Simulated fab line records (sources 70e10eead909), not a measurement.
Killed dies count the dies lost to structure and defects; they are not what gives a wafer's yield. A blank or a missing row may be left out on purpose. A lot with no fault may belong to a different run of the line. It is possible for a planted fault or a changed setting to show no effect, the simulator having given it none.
Struck lot and sound lot, side by side + flow nandHarc + 13 out of 1302 route steps
Sound: the wafers L979.2, L979.3, L979.6. Struck: wafers L987.3, L987.4, L987.5. Last of all comes the cause.
For every step that has rows: the tool of each side, followed by ch and its chambers, followed by its first start. Under that, the readings that differ: sound wafers + struck wafers + difference of the means + sigmas: that difference in standard deviations of wafers without a fault.
alike: same words and numbers on both sides, and readings whose means sit less than 2 such deviations apart. not compared: any withheld reading, any reading some wafer has no value for, any bound like >300 that may hide the same value, and any number with overlapping values for which the record gives no deviation.
Wherever a step has rows on one side only, a row that says differs or no value, or a row with sigmas, the two part there. Numbers that have no deviation but don't overlap get no sigmas and don't part them. Lack of a reading on every wafer of one side parts them only where that side has two or more wafers.

NHARC_P_STI_ETCH_42: etches the open film in N2/H2, target depth 80 nm, overetch 24 nm, time 61 s.
  sound on rieDiel-12 ch 1,2, day 6 08:03; struck on rieDiel-12 ch 0,2, day 9 11:20
  alike: drypumpMotorCurrentA, mfcArSccm, oesProductAu, rfVppV, showerheadPlenumPTorr, throttleValvePct
  not compared: rfHoursCounterH
NHARC_P_STI_ETCH_31: etches the open film in CF4/CHF3, target depth 108.9 nm, time 54.5 s.
  sound: rieDiel-12 ch 0,2,3; struck: rieDiel-12 ch 0,1,2
  alike: drypumpMotorCurrentA, mfcArSccm, oesProductAu, rfVppV, showerheadPlenumPTorr, throttleValvePct
  not compared: rfHoursCounterH
NHARC_P_STI_ETCH_15: etches the open film in HBr/Cl2, target depth 300 nm, time 100.1 s.
  sound on rieSi-03 ch 0,1, day 6 08:14; struck on rieSi-03 ch 0,1,3, day 9 11:32
  alike: drypumpMotorCurrentA, oesProductAu, throttleValvePct
  not compared: rfHoursCounterH
NHARC_P_STI_CD_MEAS_16:
  sound on cdSem-01 at day 6 08:24; struck on cdSem-03 at day 9 11:42
  alike: cdNm
NHARC_P_STI_OCD_MEAS_17:
  sound on ocd-01 at day 6 08:29; struck on ocd-01 at day 9 11:47
  alike: trenchDepthNm, trenchFootCdNm
then, 3 steps without rows for these wafers: NHARC_P_STI_STRIP_19 (strips in SPM, time 900 s); NHARC_P_STI_PRECLEAN_32 (cleans in SC1); NHARC_P_STI_SRD_23.
NHARC_P_STI_OCD_MEAS_43:
  sound on ocd-02 at day 6 09:00; struck on ocd-02 at day 9 12:17
  alike: trenchDepthNm, trenchFootCdNm
then, 3 steps without rows for these wafers: NHARC_P_STI_OXIDE_33 (material SiO2, target thk 10 nm, ox time 281 s); NHARC_P_STI_HDPCVD_20 (deposits SiO2); NHARC_P_STI_ANNEAL_34 (time 1800 s).
NHARC_P_STI_CMP_21: polishes, t overpolish 20 s, target thk 380.67 nm.
  sound on cmp-03 ch 0,1,2, day 7 09:40; struck on cmp-01 ch 1,2, day 10 15:46
| reading            | sound                | struck               | difference | sigmas      |
|--------------------|----------------------|----------------------|------------|-------------|
| overpolishRunS (s) | 20.022 19.998 19.993 | 77.064 77.048 77.044 | +57.048    | +99 or more |
| tOverpolishS (s)   | 20 20 20             | 77.058 77.058 77.058 | +57.058    |             |
  alike: edgeZonePressureFrac, motorCurrentA

== WHERE THEY PART ==
Within this record, at NHARC_P_STI_CMP_21 only.

WHY: the cause the simulator had injected
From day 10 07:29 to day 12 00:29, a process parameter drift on cmp-01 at NHARC_P_STI_CMP_21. From 20, the setting tOverpolishS moved by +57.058. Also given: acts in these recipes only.
